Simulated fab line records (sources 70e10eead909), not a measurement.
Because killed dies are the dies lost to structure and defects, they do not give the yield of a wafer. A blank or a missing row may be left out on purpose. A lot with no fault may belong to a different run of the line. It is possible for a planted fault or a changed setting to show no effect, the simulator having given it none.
Comparing a struck lot with a sound one | flow nand_harc | 27 steps out of a route of 1302
Sound: wafers L144.2, L144.4, L144.6. Wafers struck: L143.3, L143.5, L143.6. Last of all comes the cause.
Each step with rows lists, per side, the tool, then ch with its chambers, then its first start. Under that, the readings that differ: sound wafers | struck wafers | difference of the means | sigmas: that difference in standard deviations of wafers without a fault.
alike: a reading whose means differ by less than 2 such deviations, as well as words and numbers matching on both sides. not compared: withheld readings; readings where some wafer has no value; bounds like >300 that might hide an equal value; numbers whose values overlap and for which the record gives no deviation.
The two part at a step that has a row with sigmas, a row that says differs or no value, or rows on one side only. Numbers that have no deviation but don't overlap get no sigmas and don't part them. Lack of a reading on every wafer of one side parts them only where that side has two or more wafers.

first, 6 steps without rows for these wafers: NHARC_A_ONON_D1_DEP_03 (target thk 1000 nm); NHARC_A_ONON_D1_DEP_06 (target thk 1000 nm); NHARC_A_ONON_D1_DEP_09 (target thk 1000 nm); NHARC_A_ONON_D1_DEP_12 (target thk 1000 nm); NHARC_A_ONON_D1_ANNEAL_15 (time 3600 s); NHARC_A_ONON_D1_DEP_16 (target thk 1000 nm).
NHARC_A_ONON_D1_DEP_19: target thk 1000 nm.
  sound on pecvd_onon-04 ch 0, day 17 19:25; struck on pecvd_onon-02 ch 0, day 17 06:21
  alike: susceptor_temp_C
then, 19 steps without rows for these wafers: NHARC_A_ONON_D1_DEP_22 (target thk 1000 nm); NHARC_A_ONON_D1_DEP_25 (target thk 1000 nm); NHARC_A_ONON_D1_DEP_28 (target thk 1000 nm); NHARC_A_ONON_D1_DEP_33 (deposits SiO2, target thk 200 nm); NHARC_A_CHANNEL_HOLE_D1_DEP_00 (deposits aC, target thk 3100 nm); NHARC_A_CHANNEL_HOLE_D1_DEP_01 (deposits SiON, target thk 140 nm); NHARC_A_CHANNEL_HOLE_D1_DEHYDRATE_02 (time 120 s); NHARC_A_CHANNEL_HOLE_D1_HMDS_03 (time 30 s); NHARC_A_CHANNEL_HOLE_D1_COAT_36 (time 75 s); NHARC_A_CHANNEL_HOLE_D1_COAT_37 (time 65 s); NHARC_A_CHANNEL_HOLE_D1_COAT_04 (resist thk 90 nm); NHARC_A_CHANNEL_HOLE_D1_SOFTBAKE_05 (time 55 s); NHARC_A_CHANNEL_HOLE_D1_EBR_06; NHARC_A_CHANNEL_HOLE_D1_EXPOSE_07 (exposes mask HOLE D1, target cd 100 nm); NHARC_A_CHANNEL_HOLE_D1_PEB_08 (peb time 65 s); NHARC_A_CHANNEL_HOLE_D1_DEVELOP_09 (develop time 35 s); NHARC_A_CHANNEL_HOLE_D1_DESCUM_15 (chemistry O2, time 3 s); NHARC_A_CHANNEL_HOLE_D1_ETCH_38 (etches the open film in CF4, target depth 39 nm, time 65 s); NHARC_A_CHANNEL_HOLE_D1_ETCH_39 (etches the open film in N2/H2, target depth 260 nm, time 325 s).
-- break in the record here, with 16 days between the starts of the struck wafers on either side (left off in module A_CHANNEL_HOLE_D1, picked up again in module END, where the first step shown is number 1302 on the route) --
NHARC_END_SORT_01:
  only the struck wafers appear in the record here, on prober-02 ch 0 at day 33 06:21; the sound ones have no rows

== WHERE THEY PART ==
At NHARC_END_SORT_01 and nowhere else, as far as this record goes.

WHY: what had been put in by the simulator
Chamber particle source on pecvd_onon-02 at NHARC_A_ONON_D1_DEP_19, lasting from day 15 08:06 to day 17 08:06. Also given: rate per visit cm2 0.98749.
